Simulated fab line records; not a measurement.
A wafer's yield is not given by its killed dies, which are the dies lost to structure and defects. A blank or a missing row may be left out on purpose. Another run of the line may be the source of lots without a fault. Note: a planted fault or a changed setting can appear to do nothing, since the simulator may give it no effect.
Which of the tools did it? + flow n5 finfet + 24 lots, 72 wafers sampled, at 4 steps of a route of 1938

## WHAT THE GAUGES SHOWED, per wafer
N5_ZERO_LAYER_INSPECT_20: inspects for defects (darkfield). Usual: raw defect count 35, standard deviation 15.
| lot  | measured    | on                | raw defect count | flag |
|------|-------------|-------------------|------------------|------|
| L074 | day 1 13:25 | defect inspect-02 | 30 23 39         |      |
| L075 | day 1 19:23 | defect inspect-02 | 27 28 17         |      |
| L076 | day 2 01:31 | defect inspect-02 | 22 18 29         |      |
| L077 | day 2 07:25 | defect inspect-01 | 45 34 68         |      |
| L078 | day 2 13:26 | defect inspect-01 | 54 38 36         |      |
| L079 | day 2 19:16 | defect inspect-02 | 22 16 12         |      |
| L080 | day 3 01:31 | defect inspect-02 | 43 68 49         |      |
| L081 | day 3 07:26 | defect inspect-01 | 54 43 40         |      |
| L082 | day 3 13:15 | defect inspect-02 | 19 20 30         |      |
| L083 | day 3 19:23 | defect inspect-01 | 35 57 15         |      |
| L084 | day 4 01:17 | defect inspect-02 | 35 26 32         |      |
| L085 | day 4 07:25 | defect inspect-02 | 15 34 24         |      |
| L086 | day 4 13:16 | defect inspect-01 | 35 52 16         |      |
| L087 | day 4 19:22 | defect inspect-01 | 40 29 64         |      |
| L088 | day 5 02:41 | defect inspect-01 | 55 58 19         |      |
| L089 | day 5 07:26 | defect inspect-01 | 36 98 28         |      |
| L090 | day 5 13:16 | defect inspect-01 | 63 31 58         |      |
| L091 | day 5 19:30 | defect inspect-01 | 22 39 37         |      |
| L092 | day 6 01:23 | defect inspect-02 | 37 34 33         |      |
| L093 | day 6 07:28 | defect inspect-02 | 24 14 18         |      |
| L094 | day 6 13:23 | defect inspect-02 | 39 32 23         |      |
| L095 | day 6 19:16 | defect inspect-02 | 25 23 26         |      |
| L096 | day 7 01:15 | defect inspect-01 | 18 46 20         |      |
| L097 | day 7 07:23 | defect inspect-01 | 26 35 49         |      |

N5_WELL_APT_OVL_MEAS_09. Usual: NWELL_OVL typically reads 0 nm, with standard deviation 4.8.
| lot  | measured    | on         | NWELL_OVL (nm) | flag |
|------|-------------|------------|----------------|------|
| L074 | day 1 13:52 | overlay-02 | 10 9 5         |      |
| L075 | day 1 19:43 | overlay-02 | -3 3 -4        |      |
| L076 | day 2 01:59 | overlay-02 | -3 5 3         |      |
| L077 | day 2 07:45 | overlay-02 | -4 -1 -3       |      |
| L078 | day 2 13:53 | overlay-02 | -3 -1 -2       |      |
| L079 | day 2 19:36 | overlay-02 | 3 4 8          |      |
| L080 | day 3 01:58 | overlay-02 | -5 -9 -9       |      |
| L081 | day 3 07:46 | overlay-02 | 8 5 1          |      |
| L082 | day 3 13:43 | overlay-01 | 4 3 3          |      |
| L083 | day 3 19:43 | overlay-02 | -9 -4 -2       |      |
| L084 | day 4 01:37 | overlay-02 | 3 -1 -1        |      |
| L085 | day 4 07:52 | overlay-02 | 0 -4 5         |      |
| L086 | day 4 13:43 | overlay-01 | 3 1 -5         |      |
| L087 | day 4 19:49 | overlay-02 | 4 2 2          |      |
| L088 | day 5 03:08 | overlay-01 | 0 -2 -9        |      |
| L089 | day 5 07:53 | overlay-01 | 2 7 1          |      |
| L090 | day 5 13:36 | overlay-01 | 8 4 2          |      |
| L091 | day 5 19:50 | overlay-01 | -5 3 -4        |      |
| L092 | day 6 01:51 | overlay-01 | -6 0 1         |      |
| L093 | day 6 07:55 | overlay-02 | -1 -3 -7       |      |
| L094 | day 6 13:50 | overlay-02 | -3 -8 -7       |      |
| L095 | day 6 19:35 | overlay-01 | 1 0 -3         |      |
| L096 | day 7 01:43 | overlay-01 | -6 1 -7        |      |
| L097 | day 7 07:50 | overlay-01 | 0 4 -1         |      |

N5_PMOS_HMC_CHANNEL_EPI_THK_MEAS_22. Usual: HMC_CMP_THK typically reads 54.4 nm, with standard deviation 0.92.
| lot  | measured    | on            | HMC_CMP_THK (nm) | flag |
|------|-------------|---------------|------------------|------|
| L074 | day 1 21:47 | film metro-01 | 55.6 54.9 55.5   |      |
| L075 | day 2 01:44 | film metro-02 | 55.6 55.5 55.8   |      |
| L076 | day 2 08:04 | film metro-02 | 53.8 55.2 53.3   |      |
| L077 | day 2 14:28 | film metro-01 | 53.9 53.4 53.4   |      |
| L078 | day 2 20:22 | film metro-02 | 54.2 55.3 55.8   |      |
| L079 | day 3 01:58 | film metro-01 | 53.9 55.1 54.9   |      |
| L080 | day 3 07:45 | film metro-02 | 55.0 56.1 55.3   |      |
| L081 | day 3 13:58 | film metro-01 | 55.3 53.4 53.5   |      |
| L082 | day 3 19:46 | film metro-01 | 55.3 54.7 52.8   |      |
| L083 | day 4 01:41 | film metro-02 | 54.1 54.7 54.8   |      |
| L084 | day 4 08:17 | film metro-01 | 54.3 55.2 55.0   |      |
| L085 | day 4 14:15 | film metro-01 | 53.9 54.9 53.8   |      |
| L086 | day 4 20:11 | film metro-02 | 54.0 52.7 52.4   |      |
| L087 | day 5 04:35 | film metro-02 | 53.0 53.2 54.2   |      |
| L088 | day 5 09:59 | film metro-02 | 54.9 53.6 54.7   |      |
| L089 | day 5 13:53 | film metro-01 | 54.2 55.4 55.3   |      |
| L090 | day 5 20:44 | film metro-02 | 53.8 53.4 53.3   |      |
| L091 | day 6 02:04 | film metro-02 | 54.0 55.0 55.0   |      |
| L092 | day 6 07:28 | film metro-02 | 52.9 54.8 54.8   |      |
| L093 | day 6 14:40 | film metro-02 | 55.1 53.9 54.6   |      |
| L094 | day 6 19:49 | film metro-01 | 55.1 55.2 54.3   |      |
| L095 | day 7 02:17 | film metro-01 | 54.9 53.6 55.4   |      |
| L096 | day 7 07:53 | film metro-02 | 52.7 52.5 52.7   |      |
| L097 | day 7 14:09 | film metro-01 | 53.4 52.4 54.2   |      |

## TOOL THAT RAN EACH LOT (tool first, then ch and the chambers of the sampled wafers, then the start)
| lot  | N5_PMOS_HMC_CHANNEL_EPI_DESCUM_14 |
|------|-----------------------------------|
| L074 | rie diel-04 ch 0,1,3, day 1 18:35 |
| L075 | rie diel-03 ch 1,2,3, day 1 23:27 |
| L076 | rie diel-03 ch 0,1, day 2 05:48   |
| L077 | rie diel-05 ch 0,1,2, day 2 12:12 |
| L078 | rie diel-03 ch 1,3, day 2 17:28   |
| L079 | rie diel-05 ch 1,2,3, day 2 23:43 |
| L080 | rie diel-05 ch 1,2,3, day 3 05:29 |
| L081 | rie diel-03 ch 0,2,3, day 3 11:19 |
| L082 | rie diel-04 ch 0,1, day 3 17:30   |
| L083 | rie diel-03 ch 0,2, day 3 23:25   |
| L084 | rie diel-05 ch 1,2, day 4 05:38   |
| L085 | rie diel-04 ch 1,2,3, day 4 11:35 |
| L086 | rie diel-05 ch 0,2,3, day 4 17:56 |
| L087 | rie diel-04 ch 1,2,3, day 5 01:55 |
| L088 | rie diel-03 ch 0,3, day 5 07:19   |
| L089 | rie diel-03 ch 1,2, day 5 11:36   |
| L090 | rie diel-03 ch 0,1,2, day 5 18:04 |
| L091 | rie diel-05 ch 0,1,3, day 5 23:25 |
| L092 | rie diel-05 ch 1,2, day 6 05:13   |
| L093 | rie diel-04 ch 0,1,2, day 6 12:01 |
| L094 | rie diel-04 ch 1,2,3, day 6 17:34 |
| L095 | rie diel-05 ch 1,2,3, day 6 23:38 |
| L096 | rie diel-04 ch 0,2,3, day 7 05:13 |
| L097 | rie diel-03 ch 2,3, day 7 11:53   |
- N5_PMOS_HMC_CHANNEL_EPI_DESCUM_14: chemistry O2, time 7.9 s.

## AS READ BY THE TOOLS THEMSELVES (means over the sampled wafers that have a number; for cases with no such wafer, the mark the record gives instead)
N5_PMOS_HMC_CHANNEL_EPI_DESCUM_14. Usual: drypump motor current A 5.6 A, standard deviation 0.41; oes product au 0.77 a.u., standard deviation 0.082; rf vpp V 243.1 V, standard deviation 1.3; showerhead plenum p Torr 2.10 Torr, standard deviation 0.078; throttle valve pct 20.48 %, standard deviation 0.27.
| lot  | tool        | drypump motor current A (A) | oes product au (a.u.) | rf vpp V (V) | showerhead plenum p Torr (Torr) | throttle valve pct (%) | flag |
|------|-------------|-----------------------------|-----------------------|--------------|---------------------------------|------------------------|------|
| L074 | rie diel-04 | 5.6                         | 0.69                  | 243.0        | 2.03                            | 20.47                  |      |
| L075 | rie diel-03 | 5.6                         | 0.72                  | 242.6        | 2.11                            | 20.47                  |      |
| L076 | rie diel-03 | 5.5                         | 0.74                  | 244.1        | 2.20                            | 20.85                  |      |
| L077 | rie diel-05 | 5.8                         | 0.74                  | 242.6        | 2.08                            | 20.38                  |      |
| L078 | rie diel-03 | 5.6                         | 0.70                  | 243.6        | 2.15                            | 20.52                  |      |
| L079 | rie diel-05 | 5.6                         | 0.81                  | 242.9        | 2.10                            | 20.48                  |      |
| L080 | rie diel-05 | 5.6                         | 0.81                  | 242.9        | 2.10                            | 20.50                  |      |
| L081 | rie diel-03 | 5.9                         | 0.73                  | 243.1        | 2.12                            | 20.61                  |      |
| L082 | rie diel-04 | 5.4                         | 0.77                  | 243.4        | 2.05                            | 20.39                  |      |
| L083 | rie diel-03 | 5.9                         | 0.74                  | 243.0        | 2.14                            | 20.77                  |      |
| L084 | rie diel-05 | 5.6                         | 0.77                  | 242.0        | 2.06                            | 20.38                  |      |
| L085 | rie diel-04 | 5.1                         | 0.81                  | 243.0        | 2.10                            | 20.20                  |      |
| L086 | rie diel-05 | 5.8                         | 0.89                  | 243.7        | 2.11                            | 20.43                  |      |
| L087 | rie diel-04 | 5.1                         | 0.80                  | 242.8        | 2.10                            | 20.20                  |      |
| L088 | rie diel-03 | 5.8                         | 0.72                  | 244.5        | 2.19                            | 20.84                  |      |
| L089 | rie diel-03 | 5.3                         | 0.70                  | 243.0        | 2.10                            | 20.56                  |      |
| L090 | rie diel-03 | 5.6                         | 0.71                  | 243.4        | 2.12                            | 20.67                  |      |
| L091 | rie diel-05 | 5.7                         | 0.85                  | 243.2        | 2.07                            | 20.28                  |      |
| L092 | rie diel-05 | 5.6                         | 0.75                  | 242.0        | 2.05                            | 20.40                  |      |
| L093 | rie diel-04 | 5.4                         | 0.77                  | 243.0        | 2.03                            | 20.40                  |      |
| L094 | rie diel-04 | 5.1                         | 0.77                  | 242.6        | 2.10                            | 20.23                  |      |
| L095 | rie diel-05 | 5.6                         | 0.78                  | 242.7        | 2.09                            | 20.55                  |      |
| L096 | rie diel-04 | 5.6                         | 0.83                  | 243.1        | 2.09                            | 20.25                  |      |
| L097 | rie diel-03 | 5.9                         | 0.79                  | 242.6        | 2.04                            | 20.36                  |      |

## THE ANSWER, worked out from the rows above alone
Rule: take the mean of a lot's wafers that have a number; if it is more than 3 standard deviations from the usual mean, the lot is off. Also off: a lot with no number at a reading for which 4 or more lots have one. The other lots that the step has rows for count as sound. The gauges are gone through in route order, then the tools' own readings, and for those a lot's mean is taken as printed above. At the first step where some lot is off, the reading lying furthest off is the one used; lots without a number count as furthest.
None of the lots is off at any reading shown; this tells nothing.

## WHAT THE SIMULATOR PUT IN
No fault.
